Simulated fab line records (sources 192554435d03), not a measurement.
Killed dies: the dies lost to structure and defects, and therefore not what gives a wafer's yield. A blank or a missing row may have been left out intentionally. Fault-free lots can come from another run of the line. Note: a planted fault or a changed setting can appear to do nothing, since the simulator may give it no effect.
fab line records -- flow n5-finfet
record lots=9, wafers=27, last-day=19
route steps=1938 shown FIN_CUT@166 BEOL_M4@1111 PASSIVATION@1936
lots that met no fault: from a run of the same line without faults
start-h: start of the lot's first displayed wafer, in hours after the record's first day -- wait-h: hours elapsed since this lot's preceding step -- " repeats the value in the row above -- L1.1+2: several wafers, shown together as one row -- - no value, or no start was given -- * or withheld: withheld -- < > ~ a bound
route shown NAME@n: names a module that has steps shown in the file, with the first one's number in the route -- usual: mean/standard deviation of fault-free wafers -- same: alike in all rows -- chamber/n: place in a boat -- sites: per-site readings -- _std_site: the standard deviation of these -- _edge_site: inner sites' mean taken away from outer sites' mean -- radius-mm: how far each site lies from the wafer's centre -- mask NAME#n: copy n -- behind: the most recent tool/chamber to have shaped the wafer -- hold: why the lot went on hold/how many hours it stayed there/how the hold came to an end -- device: the n, p or np transistor that did not switch -- end of line: the route-end tests of the same wafers -- where a step has no rows: the recipe by itself -- killed: count of dies lost to structure and defects at first sort (not the wafer's yield) -- map: dies across one wafer; x = killed, . = not, _ = none there
set.NAME: the run value of the setting; set.NAME@STEP: its run value at that earlier step -- model.NAME: the simulator's own value behind a step, which no gauge read
a sample of lots followed through the steps of the route, with each step as a table and each wafer as a row
services: when a tool's chamber went out of use (start-h, in hours from the record's first day, below 0 if earlier), for how many hours, and the reason
## steps
# step N5_FIN_CUT_DESCUM_13
# recipe chemistry=O2, time-s=7, source-power-w=50, bias-power-w=20, pressure-mtorr=20, rf-frequency-hz=2.712e+07, temp-c=40, resist=CAR-EUV, o2-flow-sccm=225
# usual drypump-motor-current-A=5.9/0.63, oes-product-au=0.82/0.082, rf-vpp-V=243.1/1.2, showerhead-plenum-p-Torr=2.09/0.061, throttle-valve-pct=20.40/0.24
lot.wafer,tool,chamber,start-h,wait-h,drypump-motor-current-A,oes-product-au,rf-hours-counter-h,rf-vpp-V,showerhead-plenum-p-Torr,throttle-valve-pct
L344.1,rie-diel-02,2,53.31,0.0,6.5,0.86,39,242.4,2.05,20.28
L344.4,rie-diel-02,1,53.31,0.0,6.4,0.77,122,244.5,2.18,19.99
L344.6,rie-diel-02,0,53.31,0.0,5.4,0.95,-,243.7,2.14,20.16
L345.1,rie-diel-04,1,58.19,0.0,5.1,0.97,1,242.7,2.15,20.44
L345.2,rie-diel-04,3,58.19,0.0,5.6,0.82,90,241.5,2.04,20.48
L345.4,rie-diel-04,1,58.19,0.0,5.1,0.96,-,243.9,2.15,20.44
L346.1,rie-diel-04,2,63.25,0.0,5.2,0.73,160,242.0,2.01,20.41
L346.3,rie-diel-04,1,63.25,0.0,5.1,0.96,3,244.6,2.14,20.44
L346.4,rie-diel-04,3,63.25,0.0,5.6,0.82,-,241.8,2.03,20.51
L350.2,rie-diel-02,1,88.11,0.0,6.4,0.76,132,245.1,2.18,20.02
L350.4,rie-diel-02,2,88.11,0.0,6.5,0.84,49,240.8,2.05,20.30
L350.5,rie-diel-02,3,88.11,0.0,6.8,0.84,-,242.9,2.04,20.75
L356.1,rie-diel-04,1,122.34,0.0,5.1,0.90,21,244.1,2.14,20.46
L356.4,rie-diel-04,2,122.34,0.0,5.2,0.72,178,242.7,2.00,20.43
L356.6,rie-diel-04,1,122.34,0.0,5.1,0.91,-,241.9,2.14,20.45
L357.1,rie-diel-02,0,128.53,0.0,5.4,0.89,37,245.9,2.13,20.22
L357.2,rie-diel-02,1,128.53,0.0,6.4,0.75,146,245.2,2.17,20.02
L357.4,rie-diel-02,0,128.53,0.0,5.3,0.90,-,243.2,2.13,20.20
L359.2,rie-diel-02,3,142.36,0.2,6.8,0.83,81,241.0,2.04,20.78
L359.4,rie-diel-02,0,142.36,0.2,5.4,0.89,41,243.6,2.13,20.19
L359.6,rie-diel-02,2,142.36,0.2,6.5,0.83,-,243.5,2.04,20.33
L360.3,rie-diel-04,1,147.57,0.7,5.1,0.89,29,244.9,2.14,20.47
L360.4,rie-diel-04,3,147.57,0.7,5.6,0.80,115,241.9,2.03,20.53
L360.5,rie-diel-04,1,147.57,0.7,5.1,0.89,-,243.9,2.14,20.46
L363.1,rie-diel-06,2,166.16,0.4,5.7,0.76,133,242.2,2.00,20.44
L363.3,rie-diel-06,0,166.16,0.4,6.5,0.95,9,242.9,2.15,20.27
L363.6,rie-diel-06,3,166.16,0.4,4.9,0.74,-,242.7,2.09,20.44
# step N5_FIN_CUT_CUT_ETCH_26
# recipe chemistry=CH3F/O2, target=SiNx, target-depth-a=390, mask-material=SOC, time-s=55.7, pressure-mtorr=30, source-w=395, bias-w=73, Ar_flow_sccm=150, CH3F_flow_sccm=30, O2_flow_sccm=20, ion-energy-ev=120
# usual CH3F_flow_sccm=30.01/0.086, O2_flow_sccm=20.00/0.059, drypump-motor-current-A=5.9/0.63, mfc-ar-sccm=150.0/0.44, oes-product-au=0.82/0.083, rf-vpp-V=298/5.6, showerhead-plenum-p-Torr=1.99/0.056, throttle-valve-pct=16.30/0.23
lot.wafer,tool,chamber,start-h,wait-h,CH3F_flow_sccm,O2_flow_sccm,drypump-motor-current-A,mfc-ar-sccm,oes-product-au,rf-hours-counter-h,rf-vpp-V,showerhead-plenum-p-Torr,throttle-valve-pct
L344.1,rie-diel-02,2,53.75,0.0,30.10,20.06,6.5,149.7,0.85,39,288,1.97,16.17
L344.4,rie-diel-02,1,53.75,0.0,30.07,20.04,6.4,150.4,0.79,123,303,2.08,15.99
L344.6,rie-diel-02,0,53.75,0.0,30.04,20.04,5.4,150.1,0.95,-,303,2.03,16.00
L345.1,rie-diel-04,1,58.63,0.0,29.96,19.96,5.1,150.6,0.98,2,299,2.03,16.26
L345.2,rie-diel-04,3,58.63,0.0,29.94,19.94,5.6,149.6,0.82,90,293,1.94,16.40
L345.4,rie-diel-04,1,58.63,0.0,30.17,19.97,5.1,151.0,0.99,-,298,2.03,16.26
L346.1,rie-diel-04,2,63.69,0.0,30.06,19.96,5.2,149.8,0.72,160,295,1.91,16.37
L346.3,rie-diel-04,1,63.69,0.0,29.99,20.05,5.1,150.2,0.98,3,298,2.03,16.27
L346.4,rie-diel-04,3,63.69,0.0,30.00,20.01,5.6,150.2,0.82,-,293,1.94,16.38
L350.2,rie-diel-02,1,88.55,0.0,30.00,19.92,6.4,150.6,0.78,132,304,2.08,15.98
L350.4,rie-diel-02,2,88.55,0.0,30.20,20.03,6.5,149.8,0.83,49,288,1.96,16.18
L350.5,rie-diel-02,3,88.55,0.0,29.99,19.96,6.8,150.3,0.83,-,303,1.95,16.63
L356.1,rie-diel-04,1,122.78,0.0,29.99,20.03,5.1,149.4,0.93,21,299,2.03,16.30
L356.4,rie-diel-04,2,122.78,0.0,30.10,19.98,5.2,150.2,0.71,178,295,1.91,16.39
L356.6,rie-diel-04,1,122.78,0.0,30.09,20.01,5.1,149.9,0.92,-,297,2.03,16.28
L357.1,rie-diel-02,0,128.96,0.0,30.05,20.02,5.4,149.3,0.89,38,303,2.02,16.04
L357.2,rie-diel-02,1,128.96,0.0,30.05,20.10,6.4,150.2,0.77,146,304,2.07,16.01
L357.4,rie-diel-02,0,128.96,0.0,30.02,19.96,5.4,149.9,0.89,-,303,2.02,16.02
L359.2,rie-diel-02,3,142.80,0.0,30.11,20.02,6.8,149.3,0.83,81,302,1.95,16.66
L359.4,rie-diel-02,0,142.80,0.0,30.07,19.93,5.4,150.7,0.90,41,303,2.02,16.04
L359.6,rie-diel-02,2,142.80,0.0,30.00,19.93,6.5,150.3,0.81,-,287,1.96,16.21
L360.3,rie-diel-04,1,148.01,0.0,30.07,20.05,5.1,150.2,0.90,29,298,2.03,16.31
L360.4,rie-diel-04,3,148.01,0.0,30.04,20.04,5.6,149.6,0.80,115,292,1.93,16.44
L360.5,rie-diel-04,1,148.01,0.0,30.12,19.87,5.1,150.2,0.90,-,300,2.03,16.30
L363.1,rie-diel-06,2,166.60,0.0,29.89,20.12,5.7,150.4,0.77,134,286,1.91,16.42
L363.3,rie-diel-06,0,166.60,0.0,30.01,20.00,6.5,149.2,0.94,9,296,2.04,16.12
L363.6,rie-diel-06,3,166.60,0.0,30.15,20.06,4.9,150.2,0.74,-,305,2.01,16.48
# step N5_FIN_CUT_CUT_ETCH_15
# recipe chemistry=HBr/Cl2/O2, target=Si, target-depth-a=1000, bt-time-s=10, mask-material=SOC, time-s=42.4, ion-energy-ev=*, bias-w=*, pressure-mtorr=10, icp-w=800, HBr_flow_sccm=150, Cl2_flow_sccm=80, O2_flow_sccm=12
# usual HBr_flow_sccm=150.0/0.44, O2_flow_sccm=12.00/0.034, drypump-motor-current-A=5.9/0.43, he-backside-leak-sccm=2.8/0.42, oes-product-au=0.992/0.012, throttle-valve-pct=37.0/0.31
lot.wafer,tool,chamber,start-h,wait-h,HBr_flow_sccm,O2_flow_sccm,drypump-motor-current-A,he-backside-leak-sccm,oes-product-au,rf-hours-counter-h,throttle-valve-pct
L344.1,rie-si-03,0,53.94,0.1,150.0,11.98,6.1,3.3,0.978,181,36.7
L344.4,rie-si-03,1,53.94,0.1,150.3,11.99,5.9,2.5,1.010,5,37.2
L344.6,rie-si-03,3,53.94,0.1,149.5,12.07,5.0,3.0,0.994,-,36.9
L345.1,rie-si-03,1,58.82,0.1,-,-,-,-,-,-,-
L345.2,rie-si-03,0,58.82,0.1,-,-,-,-,-,-,-
L345.4,rie-si-03,3,58.82,0.1,-,-,-,-,-,-,-
L346.1,rie-si-03,2,63.88,0.1,-,-,-,-,-,-,-
L346.3,rie-si-03,1,63.88,0.1,-,-,-,-,-,-,-
L346.4,rie-si-03,3,63.88,0.1,-,-,-,-,-,-,-
L350.2,rie-si-03,1,88.75,0.1,149.5,11.98,5.9,2.5,0.999,6,37.2
L350.4,rie-si-03,2,88.75,0.1,149.2,11.97,5.7,2.6,0.977,4,36.6
L350.5,rie-si-03,2,88.75,0.1,150.2,12.02,5.7,2.4,0.986,-,36.6
L356.1,rie-si-03,2,122.98,0.1,149.6,11.94,5.7,2.6,0.988,5,36.6
L356.4,rie-si-03,3,122.98,0.1,150.3,11.99,4.9,3.0,0.990,184,36.9
L356.6,rie-si-03,2,122.98,0.1,149.3,12.01,5.7,2.5,0.979,-,36.6
L357.1,rie-si-03,1,129.16,0.1,150.0,11.97,5.9,2.5,1.010,7,37.2
L357.2,rie-si-03,0,129.16,0.1,150.0,11.99,6.2,3.6,0.979,182,36.7
L357.4,rie-si-03,3,129.16,0.1,149.7,11.98,4.9,3.1,0.986,184,37.0
L359.2,rie-si-03,1,142.99,0.1,150.0,11.98,5.9,2.5,1.004,7,37.2
L359.4,rie-si-03,3,142.99,0.1,149.5,12.02,5.0,3.0,0.987,184,36.9
L359.6,rie-si-03,0,142.99,0.1,150.5,12.03,6.1,3.3,0.972,-,36.7
L360.3,rie-si-03,1,148.20,0.0,150.1,11.99,5.9,2.4,0.999,7,37.2
L360.4,rie-si-03,3,148.20,0.0,149.7,12.02,4.9,3.0,0.992,184,36.9
L360.5,rie-si-03,0,148.20,0.0,150.5,12.00,6.1,3.7,0.972,-,36.7
L363.1,rie-si-05,2,166.79,0.1,150.2,11.97,6.2,2.3,1.004,24,36.7
L363.3,rie-si-05,1,166.79,0.1,149.7,12.06,6.7,3.1,0.980,177,37.4
L363.6,rie-si-05,3,166.79,0.1,149.6,12.03,5.6,2.8,1.000,-,37.4
# step N5_FIN_CUT_INSPECT_17
# recipe inspect-instrument=brightfield, mode=aei
# usual raw-defect-count=215/54
lot.wafer,tool,chamber,start-h,wait-h,raw-defect-count
L344.1,defect-inspect-01,-,54.22,0.0,160
L344.4,defect-inspect-01,-,54.22,0.0,279
L344.6,defect-inspect-01,-,54.22,0.0,181
L345.1,defect-inspect-01,-,59.10,0.0,200
L345.2,defect-inspect-01,-,59.10,0.0,161
L345.4,defect-inspect-01,-,59.10,0.0,187
L346.1,defect-inspect-01,-,64.17,0.0,167
L346.3,defect-inspect-01,-,64.17,0.0,156
L346.4,defect-inspect-01,-,64.17,0.0,197
L350.2,defect-inspect-02,-,89.11,0.0,227
L350.4,defect-inspect-02,-,89.11,0.0,251
L350.5,defect-inspect-02,-,89.11,0.0,243
L356.1,defect-inspect-01,-,123.26,0.0,134
L356.4,defect-inspect-01,-,123.26,0.0,237
L356.6,defect-inspect-01,-,123.26,0.0,198
L357.1,defect-inspect-01,-,129.44,0.0,224
L357.2,defect-inspect-01,-,129.44,0.0,215
L357.4,defect-inspect-01,-,129.44,0.0,216
L359.2,defect-inspect-02,-,143.35,0.0,249
L359.4,defect-inspect-02,-,143.35,0.0,204
L359.6,defect-inspect-02,-,143.35,0.0,208
L360.3,defect-inspect-01,-,148.50,0.0,210
L360.4,defect-inspect-01,-,148.50,0.0,253
L360.5,defect-inspect-01,-,148.50,0.0,230
L363.1,defect-inspect-02,-,167.29,0.0,433
L363.3,defect-inspect-02,-,167.29,0.0,311
L363.6,defect-inspect-02,-,167.29,0.0,240
# step N5_BEOL_M4_RC_MEAS_101
# usual DIBL_N=36.1/1.6, DIBL_P=35.8/2, IOFF_N=0.157/0.029, IOFF_P=0.21/0.034, ION_N=677/13, ION_P=465/8.1, SS_N=71.3/0.61, SS_P=73.2/0.65, VT_N=249/3.3, VT_P=-250/3.2
lot.wafer,tool,chamber,start-h,wait-h,DIBL_N[mV/V],DIBL_P[mV/V],IOFF_N[nA/um],IOFF_P[nA/um],ION_N[uA/um],ION_P[uA/um],SS_N[mV/dec],SS_P[mV/dec],VT_N[mV],VT_P[mV]
L344.1,prober-01,0,229.16,0.0,36.8,34.7,0.162,0.22,686,473,71.3,73.4,246,-247
L344.4,prober-01,0,229.16,0.0,36.6,35.0,0.168,0.23,684,465,71.1,73.3,245,-246
L344.6,prober-01,0,229.16,0.0,37.4,35.3,0.169,0.23,670,464,71.2,72.9,247,-248
L350.2,prober-02,0,273.75,0.2,34.7,34.5,0.137,0.19,675,467,71.1,72.2,248,-250
L350.4,prober-02,0,273.75,0.2,35.7,34.6,0.144,0.18,661,455,71.6,72.4,249,-253
L350.5,prober-02,0,273.75,0.2,36.0,35.6,0.157,0.20,668,453,72.3,72.8,247,-251
L356.1,prober-01,0,292.55,0.3,33.9,34.0,0.114,0.19,666,461,70.4,73.0,253,-250
L356.4,prober-01,0,292.55,0.3,35.4,34.9,0.128,0.20,654,456,70.9,72.7,254,-251
L356.6,prober-01,0,292.55,0.3,35.3,35.1,0.133,0.21,672,468,70.9,72.8,252,-250
L357.1,prober-01,0,307.68,0.1,36.0,36.3,0.141,0.21,678,466,71.5,74.2,252,-247
L357.2,prober-01,0,307.68,0.1,36.1,35.9,0.144,0.22,670,460,71.0,73.0,250,-248
L357.4,prober-01,0,307.68,0.1,35.5,35.3,0.136,0.21,664,463,71.3,73.2,253,-248
L359.2,prober-01,0,315.69,0.2,36.5,35.9,0.157,0.23,671,466,71.4,72.8,248,-249
L359.4,prober-01,0,315.69,0.2,35.2,34.7,0.133,0.21,681,476,70.9,72.9,253,-249
L359.6,prober-01,0,315.69,0.2,34.0,34.3,0.127,0.20,683,477,71.1,72.5,251,-251
L360.3,prober-02,0,315.75,0.3,38.4,38.3,0.216,0.26,694,470,71.6,73.8,246,-246
L360.4,prober-02,0,315.75,0.3,35.2,34.8,0.145,0.21,676,467,71.3,72.8,251,-248
L360.5,prober-02,0,315.75,0.3,35.5,34.9,0.156,0.21,684,465,71.2,72.8,251,-250
L363.1,prober-02,0,342.88,0.0,37.4,38.5,0.181,0.25,683,464,72.0,73.1,248,-249
L363.3,prober-02,0,342.88,0.0,37.5,37.4,0.181,0.24,694,476,72.1,73.9,246,-248
L363.6,prober-02,0,342.88,0.0,36.9,37.8,0.172,0.24,696,480,71.8,73.8,249,-249
# step N5_PASSIVATION_PROBE_49
# usual killed_at_M0_to_M3=33/11, killed_at_M4_up=14/5, killed-at-contacts=11/7.3, killed-at-front-end=43/12, killed-at-other=4/3.1, killed-dies=106/17, killed-on-rim=14/3.8, killed-open=69/13, killed-short=34/8.7
# same gross-dies=1180, killed-at-back-side=0
lot.wafer,tool,chamber,start-h,wait-h,killed_at_M0_to_M3,killed_at_M4_up,killed-at-contacts,killed-at-front-end,killed-at-other,killed-dies,killed-on-rim,killed-open,killed-short
L345.1,prober-02,-,348.55,0.0,31,10,3,1136,0,1180,152,49,36
L345.2,prober-02,-,348.60,0.1,44,14,6,1115,1,1180,152,52,44
L345.4,prober-02,-,348.70,0.2,35,10,9,1124,2,1180,152,58,23
L346.1,prober-01,-,349.13,0.0,37,25,12,1100,6,1180,152,81,31
L346.3,prober-01,-,349.23,0.1,33,14,1,1125,7,1180,152,50,30
L346.4,prober-01,-,349.28,0.2,49,13,9,1106,3,1180,152,64,50
L350.2,prober-02,-,377.75,0.1,63,10,12,43,4,132,18,86,38
L350.4,prober-02,-,377.85,0.2,84,9,16,36,6,151,20,91,60
L350.5,prober-02,-,377.90,0.2,53,15,8,57,3,136,22,99,35
L356.1,prober-01,-,403.89,0.0,35,14,1,59,6,115,11,75,32
L356.4,prober-01,-,404.04,0.2,30,11,3,38,9,91,13,62,26
L356.6,prober-01,-,404.14,0.3,39,17,2,47,4,109,14,77,31
L360.3,prober-01,-,438.28,0.1,42,16,15,30,4,107,15,76,28
L360.4,prober-01,-,438.33,0.2,49,28,17,31,2,127,15,92,32
L360.5,prober-01,-,438.38,0.2,40,21,4,28,2,95,14,72,16
# killed by level:class
L345.1 FIN_CUT:area-etch=1094 STI_FIN_REVEAL:geometric-particle:open=16 BEOL_M3:geometric-particle:open=7 GATE_CUT:geometric-particle:short=6 BEOL_M0_SAQP:geometric-particle:short=6 DUMMY_GATE:geometric-particle:open=4 BEOL_M0_SAQP:geometric-particle:open=4 FIN_SAQP:geometric-particle:short=3
L345.2 FIN_CUT:area-etch=1082 GATE_CUT:geometric-particle:short=10 BEOL_M3:geometric-particle:open=9 BEOL_M0_SAQP:geometric-particle:open=9 BEOL_M0_SAQP:geometric-particle:short=8 BEOL_M1:geometric-particle:open=7 BEOL_M2:geometric-particle:open=5 BEOL_M3:geometric-particle:short=5
L345.4 FIN_CUT:area-etch=1097 BEOL_M2:geometric-particle:open=11 BEOL_M3:geometric-particle:open=9 MOL_CONTACT_COAG:geometric-particle:open=6 BEOL_M2:geometric-particle:short=6 FIN_SAQP:geometric-particle:open=5 DUMMY_GATE:geometric-particle:open=5 BEOL_M0_SAQP:geometric-particle:short=5
L346.1 FIN_CUT:area-etch=1068 BEOL_M4:geometric-particle:open=12 MOL_CONTACT_COAG:geometric-particle:open=11 BEOL_M3:geometric-particle:open=11 BEOL_M2:geometric-particle:open=9 STI_FIN_REVEAL:geometric-particle:open=8 BEOL_M0_SAQP:geometric-particle:short=7 FIN_SAQP:geometric-particle:open=6
L346.3 FIN_CUT:area-etch=1098 BEOL_M3:geometric-particle:open=8 BEOL_M1:geometric-particle:open=7 FIN_SAQP:geometric-particle:short=6 STI_FIN_REVEAL:geometric-particle:open=6 BEOL_M2:geometric-particle:open=5 FIN_SAQP:geometric-particle:open=4 BEOL_M0_SAQP:geometric-particle:short=4
L346.4 FIN_CUT:area-etch=1064 BEOL_M0_SAQP:geometric-particle:open=12 BEOL_M1:geometric-particle:open=10 FIN_SAQP:geometric-particle:short=9 BEOL_M0_SAQP:geometric-particle:short=8 GATE_CUT:geometric-particle:open=7 GATE_CUT:geometric-particle:short=6 MOL_CONTACT_COAG:geometric-particle:open=6
L350.2 BEOL_M0_SAQP:geometric-particle:open=17 BEOL_M0_SAQP:geometric-particle:short=17 BEOL_M2:geometric-particle:open=14 MOL_CONTACT_COAG:geometric-particle:open=12 DUMMY_GATE:geometric-particle:open=10 HKMG_FIN:area-etch=7 STI_FIN_REVEAL:geometric-particle:open=6 GATE_CUT:geometric-particle:open=6
L350.4 BEOL_M0_SAQP:geometric-particle:short=32 BEOL_M0_SAQP:geometric-particle:open=28 MOL_CONTACT_COAG:geometric-particle:open=13 STI_FIN_REVEAL:geometric-particle:open=8 DUMMY_GATE:geometric-particle:open=8 BEOL_M2:geometric-particle:open=8 BEOL_M1:geometric-particle:open=5 BEOL_M4:geometric-particle:open=5
L350.5 STI_FIN_REVEAL:geometric-particle:open=28 BEOL_M2:geometric-particle:open=14 BEOL_M0_SAQP:geometric-particle:open=11 BEOL_M0_SAQP:geometric-particle:short=9 STI_FIN_REVEAL:geometric-particle:short=7 DUMMY_GATE:geometric-particle:open=7 MOL_CONTACT_COAG:geometric-particle:open=7 BEOL_M3:geometric-particle:open=7
L356.1 STI_FIN_REVEAL:geometric-particle:open=24 BEOL_M1:geometric-particle:open=15 STI_FIN_REVEAL:geometric-particle:short=7 BEOL_M3:geometric-particle:open=6 STARTING-WAFER:geometric-particle:short=6 HKMG_FIN:area-etch=6 BEOL_M0_SAQP:geometric-particle:short=5 BEOL_M0_SAQP:geometric-particle:open=5
L356.4 STI_FIN_REVEAL:geometric-particle:open=20 BEOL_M1:geometric-particle:open=7 BEOL_M3:geometric-particle:open=6 DUMMY_GATE:geometric-particle:open=5 BEOL_M2:geometric-particle:open=5 GATE_CUT:geometric-particle:short=4 BEOL_M0_SAQP:geometric-particle:open=4 MIM_TOP_ETCH:geometric-particle:short=4
L356.6 STI_FIN_REVEAL:geometric-particle:open=13 BEOL_M3:geometric-particle:open=10 GATE_CUT:geometric-particle:short=9 BEOL_M4:geometric-particle:open=8 ILD0:geometric-particle:open=7 BEOL_M0_SAQP:geometric-particle:open=7 BEOL_M2:geometric-particle:open=7 BEOL_M1:geometric-particle:open=6
L360.3 MOL_CONTACT_COAG:geometric-particle:open=13 BEOL_M0_SAQP:geometric-particle:open=9 BEOL_M2:geometric-particle:open=8 BEOL_M4:geometric-particle:open=8 STI_FIN_REVEAL:geometric-particle:open=7 BEOL_M0_SAQP:geometric-particle:short=7 DUMMY_GATE:geometric-particle:open=6 BEOL_M0:geometric-particle:open=5
L360.4 BEOL_M4:geometric-particle:open=18 MOL_CONTACT_COAG:geometric-particle:open=13 BEOL_M3:geometric-particle:open=11 BEOL_M2:geometric-particle:open=10 BEOL_M0_SAQP:geometric-particle:open=7 STARTING-WAFER:geometric-particle:open=6 FIN_SAQP:geometric-particle:open=6 BEOL_M0:geometric-particle:open=6
L360.5 BEOL_M1:geometric-particle:open=12 BEOL_M4:geometric-particle:open=12 BEOL_M2:geometric-particle:open=10 BEOL_M0_SAQP:geometric-particle:open=7 STI_FIN_REVEAL:geometric-particle:open=5 STARTING-WAFER:geometric-particle:open=5 BEOL_M0_SAQP:geometric-particle:short=4 HKMG_FIN:area-etch=4
## services
tool,chamber,start-h,hours,kind
rie-diel-04,1,34.29,-,clean
rie-diel-04,1,34.29,-,consumable-replace:focus-ring
rie-diel-04,1,34.29,16.9,scheduled-down
rie-diel-04,1,34.29,16.9,vent-cycle
rie-si-05,-,34.69,4.3,pm
rie-diel-04,0,51.30,-,clean
rie-diel-04,0,51.30,-,consumable-replace:esc
rie-diel-04,0,51.30,-,consumable-replace:focus-ring
rie-diel-04,0,51.30,25.3,scheduled-down
rie-diel-04,0,51.30,25.3,vent-cycle
rie-si-05,2,55.41,3.8,repair
rie-diel-04,3,65.13,6.8,repair
rie-diel-06,0,116.68,-,clean
rie-diel-06,0,116.68,-,consumable-replace:focus-ring
rie-diel-02,3,119.82,11.3,repair
rie-diel-02,-,136.73,2.7,repair
rie-diel-04,-,153.50,0.6,repair
rie-diel-06,1,160.12,7.3,repair
## key
first-sign step=N5_FIN_CUT_CUT_ETCH_15, reading=tool-record, direction=missing
effect step=N5_PASSIVATION_PROBE_49, reading=killed-at-front-end, direction=up, sigmas=92, usual=43, struck=1118
more-kills-born-at N5_FIN_CUT_CUT_ETCH_15@rie-si-03=6503
met-at N5_FIN_CUT_CUT_ETCH_15
struck-lots L345,L346
later-rows-left-out L345.1,L345.2,L345.4,L346.1,L346.3,L346.4
tester-left-out L345,L346
not-acting-at N5_FIN_CUT_DESCUM_13,N5_FIN_CUT_CUT_ETCH_26,N5_FIN_CUT_INSPECT_17
onset-between 53.94 58.82
fault kind=skipped-step-whole, tool=rie-si-03, chamber=-, onset-h=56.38, steps=N5_FIN_CUT_CUT_ETCH_15, scope=struck-lots-only
# tester-left-out: of these lots the tester's yield and bins aren't shown, on N5 and GAA mostly nor the transistor test; their killed dies are dies lost to structure and defects alone, not to doping, threshold or leakage, so they don't give the yield
# later-rows-left-out: the simulator's readings of these wafers behind a module that went badly wrong aren't trusted and aren't shown, but for the sort
